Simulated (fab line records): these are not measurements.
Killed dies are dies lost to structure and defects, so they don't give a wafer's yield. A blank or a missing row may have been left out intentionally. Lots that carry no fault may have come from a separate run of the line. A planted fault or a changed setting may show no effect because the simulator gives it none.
Which of the tools did it?    flow n5-finfet    8 lots with 24 wafers sampled at 3 steps, on a route of 1938 steps

WHAT THE GAUGES SHOWED, per wafer
N5_BEOL_M4_OCD_MEAS_38.
lot   measured      on      trench-depth-nm (nm)
L283  day 7 18:58   ocd-01  55.2 54.7 54.5
L287  day 8 21:35   ocd-01  55.4 55.4 55.6
L293  day 9 22:56   ocd-02  56.4 54.9 54.8
L294  day 10 21:52  ocd-01  60.2 56.2 54.7
L301  day 12 09:55  ocd-01  54.9 54.9 56.4
L304  day 12 18:09  ocd-02  55.0 55.3 56.5
L302  day 12 21:11  ocd-01  56.4 55.0 55.2
L303  day 13 01:32  ocd-02  56.0 55.6 54.9

EACH LOT AND THE TOOL THAT RAN IT (in order: tool; ch and the chambers of the sampled wafers; start)
lot   N5_BEOL_M4_ETCHBACK_99              N5_BEOL_M4_TRENCH_ETCH_37
L283  rie-diel-01 ch 0,1,2, day 7 18:35   rie-diel-01 ch 0,1,2, day 7 18:49
L287  rie-diel-06 ch 1,3, day 8 21:11     rie-diel-06 ch 1,3, day 8 21:26
L293  rie-diel-06 ch 0,1, day 9 22:32     rie-diel-06 ch 0,1, day 9 22:47
L294  rie-diel-06 ch 0,2,3, day 10 21:28  rie-diel-06 ch 0,2,3, day 10 21:43
L301  rie-diel-02 ch 0,1,2, day 12 09:30  rie-diel-02 ch 0,1,2, day 12 09:45
L304  rie-diel-01 ch 1,2,3, day 12 17:46  rie-diel-01 ch 1,2,3, day 12 18:00
L302  rie-diel-02 ch 0,2,3, day 12 20:47  rie-diel-02 ch 0,2,3, day 12 21:01
L303  rie-diel-01 ch 1,2,3, day 13 01:08  rie-diel-01 ch 1,2,3, day 13 01:23
- N5_BEOL_M4_ETCHBACK_99: etches SiO2 in CHF3, target depth 5 nm, time 10.4 s.
- N5_BEOL_M4_TRENCH_ETCH_37: etches SiOC in C4F6/O2, target depth 55.555 nm, time 29.2 s.

THE ANSWER, worked out from the rows above alone
Rule: what is usual is taken from the lots themselves. The widest of any qualifying gaps counts: lots, ordered by their means at a reading, are off when they make up no more than a third of the lots, leave a main group of 4 or more, and stand apart from it by 3 or more times the standard deviation of that group's means. If all means in a main group match to the digits the tables above print for the reading, that group is not used. A lot without any number at a reading at which 4 lots or more have one is off too. Where the step has rows for the other lots, those lots are counted as sound.
Off: L294 (N5_BEOL_M4_OCD_MEAS_38, trench-depth-nm). The main group: mean 55.4 nm, standard deviation 0.25.
If a tool, at a process step before that reading, ran all the lots that are off and no sound lot after the first of them, it fits. Those tools and the gauges at N5_BEOL_M4_OCD_MEAS_38 are tried in the same way. One fits: rie-diel-06 at N5_BEOL_M4_ETCHBACK_99 and N5_BEOL_M4_TRENCH_ETCH_37. At N5_BEOL_M4_ETCHBACK_99 its last sound lot is L293 (day 9 22:32), its first lot that is off L294 (day 10 21:28): a fault that began between those two fits.

WHAT HAD BEEN PUT IN BY THE SIMULATOR
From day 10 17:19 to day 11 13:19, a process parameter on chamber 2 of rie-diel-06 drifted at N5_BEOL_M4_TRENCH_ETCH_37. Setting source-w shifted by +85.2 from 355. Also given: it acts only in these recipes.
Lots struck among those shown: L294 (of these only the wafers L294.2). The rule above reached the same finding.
